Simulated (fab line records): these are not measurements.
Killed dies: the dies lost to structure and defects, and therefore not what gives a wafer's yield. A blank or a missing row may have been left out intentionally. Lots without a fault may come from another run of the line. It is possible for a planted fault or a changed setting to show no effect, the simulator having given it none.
Problem report, 8D (eight disciplines) form, completed by code	flow nand-harc	the parts of the form that need people (team, actions taken, sign-off) are left out

## 1. WHAT WENT WRONG
At NHARC_END_SORT_01, killed-at-array averages 639 over 4 wafers from 2 lots, while fault-free wafers read 28, standard deviation 8.6. That is +71 standard deviations from the usual mean.
Earliest sighting: wafer L195.2 on prober-01 at day 21 13:43. Wafers with a number at this step in the record: 5, from 2 lots. The rule behind "out" and "out of limits": a value lying over 4 standard deviations away from the usual mean. The other wafers with a number count as sound.

## 2. WHAT IT IS; WHAT IT IS NOT
question	is	is not
which readings at this step	killed-at-array, killed-dies	killed-at-other, killed-at-periphery, killed-open, killed-short
which lots	L195, L197	-
which wafers of those lots	L195.2, L195.3, L197.2, L197.3	L197.6
read on which gauges	prober-01	-
when	from day 21 13:43	up to then (0 sound wafers); but 1 sound wafer of L197 came after

## 3. THE SUSPECTS, EACH WITH WHAT RULES IT OUT
Counting: any tool at a process step up to the reading remains a suspect provided it ran every lot that is out. Sound lots after the first of them don't rule it out here, since some wafers of a struck lot are sound.
- ruled out: the gauge at NHARC_END_SORT_01. All the wafers that are out were read on prober-01, but those of them that NHARC_A_CONTACT_ETCH_110 has rows for are out there too, on other tools.
- rie-diel-02 at NHARC_A_CONTACT_ETCH_110 (etches the open film in CF4/O2, target depth 50 nm, overetch 5 nm, time 27.5 s): kept. It ran every lot that is out, first L195 (day 19 10:43). Out on those wafers are its own readings of oes-product-au.
- ald-metal-04 at NHARC_A_CONTACT_ALD_18 (deposits TiN, target thk 3 nm, pulse time 1 s, ald cycles 150): kept. It ran every lot that is out, first L195 (day 19 11:22).
- Within rie-diel-02 at NHARC_A_CONTACT_ETCH_110: the wafers that are out ran in chambers 1, 2, 3; their sound lot-mates ran in chamber 0.
What counting leaves: rie-diel-02 at NHARC_A_CONTACT_ETCH_110 and ald-metal-04 at NHARC_A_CONTACT_ALD_18.

## 4. THE CAUSE (what the simulator had put in)
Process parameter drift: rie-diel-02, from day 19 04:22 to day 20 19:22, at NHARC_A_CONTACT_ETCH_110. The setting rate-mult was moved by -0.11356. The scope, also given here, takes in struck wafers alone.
After counting, 2 suspects remain, this tool included.

## 5. SEQUENCE OF EFFECTS, ordered by route
Each row: a reading whose mean over the struck wafers that have a number lies more than 3 standard deviations from the usual. Readings are gone through only where the record gives a usual standard deviation; hours: the median, over the lots, of the time from a lot's start at the first step in this table giving one to that lot's start at this step; sigmas: the change measured in usual standard deviations.
hours	step	reading	usual	on struck wafers	change	sigmas
0	NHARC_A_CONTACT_ETCH_110	oes-product-au	1.000 a.u.	0.926	-0.074	-8.9
53	NHARC_END_SORT_01	killed-at-array	28	639	+611	+71
53	NHARC_END_SORT_01	killed-dies	32	640	+608	+70
The process steps in it:
- NHARC_A_CONTACT_ETCH_110: etches the open film in CF4/O2, target depth 50 nm, overetch 5 nm, time 27.5 s.

## 6. WHAT WOULD HAVE CAUGHT IT SOONER
57 hours passed between the start of the fault at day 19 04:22 and the first reading out of limits at a measuring or inspecting step in this record, taken at day 21 13:43.
At NHARC_A_CONTACT_ETCH_110, the tool's own readings (oes-product-au) were out on each struck wafer the step has a row for, so an alarm limit on them would have fired on the first such wafer.
By day 21 13:43, every lot that is out (2) had started NHARC_A_CONTACT_ETCH_110 on rie-diel-02. Had the tool been put on hold then, not one of them would have been saved.
